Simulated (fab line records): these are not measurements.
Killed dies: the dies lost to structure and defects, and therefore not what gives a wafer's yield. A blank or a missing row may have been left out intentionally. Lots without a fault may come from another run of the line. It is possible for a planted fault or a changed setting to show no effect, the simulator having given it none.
Struck lot and sound lot, side by side + flow nandHarc + 13 out of 1159 route steps
Sound: these wafers, L284.3, L284.4, L284.5. Struck: wafer L304.1 (left out: L304.2, a lot-mate that was not struck); the cause follows at the end.
Order at every step that has rows: each side's tool, ch and its chambers, its first start. Under that, the readings that differ: sound wafers + struck wafers + difference of the means + sigmas: that difference in standard deviations of wafers without a fault.
alike: same words and numbers on both sides, and readings whose means sit less than 2 such deviations apart. not compared: any withheld reading, any reading some wafer has no value for, any bound like >300 that may hide the same value, and any number with overlapping values for which the record gives no deviation.
A row with sigmas, a row that says differs or no value, or rows on one side alone: a step with any of these is where the two part. Non-overlapping numbers with no deviation appear without sigmas and do not part them. A reading that every wafer of one side lacks parts them only if that side has two wafers or more.

first, 1 step without rows for these wafers: NHARC_A_WL_FILL_CVD_03 (deposits W, target thk 40 nm, time 3302 s).
NHARC_A_WL_FILL_ETCHBACK_04: etches the open film in NF3, target depth 60 nm, time 120 s.
  sound on rieMetal-02 ch 0,1, day 15 04:17; struck on rieMetal-01 ch 0, day 20 08:50
| reading             | sound | struck | difference                   | sigmas |
|---------------------|-------|--------|------------------------------|--------|
| rfHoursCounterH (h) | - - - | 3.3    | no value on the sound wafers |        |
  alike: chamberPressureMTorr, drypumpMotorCurrentA, oesProductAu, runLengthS
NHARC_A_WL_FILL_ETCHBACK_05: etches the open film in Cl2/BCl3, target depth 22 nm, time 60 s.
  sound on rieMetal-02 ch 0,1, day 15 04:29; struck on rieMetal-01 ch 0, day 20 09:16
| reading             | sound | struck | difference                   | sigmas |
|---------------------|-------|--------|------------------------------|--------|
| rfHoursCounterH (h) | - - - | 3.5    | no value on the sound wafers |        |
  alike: chamberPressureMTorr, drypumpMotorCurrentA, oesProductAu, runLengthS
then, 5 steps without rows for these wafers: NHARC_A_WL_FILL_STRIP_27 (strips in N2/H2, time 20 s); NHARC_A_WL_FILL_STRIP_28 (strips in post etch residue remover, time 1200 s); NHARC_A_WL_FILL_PRECLEAN_06 (cleans in DIW, time 300 s); NHARC_A_WL_FILL_SRD_07; NHARC_A_WL_FILL_ANNEAL_08 (time 1800 s).
NHARC_A_WL_FILL_ALD_10: deposits SiO2, target thk 50 nm, pulse time 10 s, ald cycles 500.
  sound on aldHk-03 ch 0,2,3, day 15 12:22; struck on aldHk-01 ch 2, day 20 18:42
| reading                 | sound             | struck | difference | sigmas |
|-------------------------|-------------------|--------|------------|--------|
| heaterPowerW (W)        | 526 466 483       | 421    | -71        | -2     |
| precursorPulseHeightRel | 1.028 0.999 1.056 | 0.978  | -0.050     | -2     |
NHARC_A_WL_FILL_ETCHBACK_16: etches the open film in C4F8/O2/Ar, target depth 88 nm, time 17.6 s.
  sound on rieDiel-05 ch 0,1,2; struck on rieDiel-06 ch 1
  alike: biasW, chamberPressureMTorr, oesProductAu, rfVppV, runLengthS
  not compared: rfHoursCounterH
NHARC_A_WL_FILL_STRIP_29: strips in O2, time 20 s.
  sound on rieDiel-05 ch 0,2, day 15 16:36; struck on rieDiel-06 ch 0, day 20 23:27
  alike: chamberPressureMTorr, drypumpMotorCurrentA, oesProductAu, rfVppV, showerheadPlenumPTorr, throttleValvePct
  not compared: rfHoursCounterH
NHARC_A_WL_FILL_ETCHBACK_17: etches the open film in Cl2/BCl3, target depth 4 nm, time 26.7 s.
  sound on rieMetal-01 ch 0,1, day 15 16:43; struck on rieMetal-02 ch 0, day 20 23:32
| reading             | sound          | struck | difference                   | sigmas |
|---------------------|----------------|--------|------------------------------|--------|
| rfHoursCounterH (h) | - - -          | 2.8    | no value on the sound wafers |        |
| runLengthS (s)      | 48.3 48.0 48.2 | 30.4   | -17.8                        | -44    |
  alike: chamberPressureMTorr, drypumpMotorCurrentA, oesProductAu
then, 1 step without rows for these wafers: NHARC_A_WL_FILL_PRECLEAN_18 (cleans in dHF, time 30 s).

== WHERE THEY PART ==
Earliest at NHARC_A_WL_FILL_ETCHBACK_04; latest, in this record, at NHARC_A_WL_FILL_ETCHBACK_17.

WHY: whatever the simulator had introduced
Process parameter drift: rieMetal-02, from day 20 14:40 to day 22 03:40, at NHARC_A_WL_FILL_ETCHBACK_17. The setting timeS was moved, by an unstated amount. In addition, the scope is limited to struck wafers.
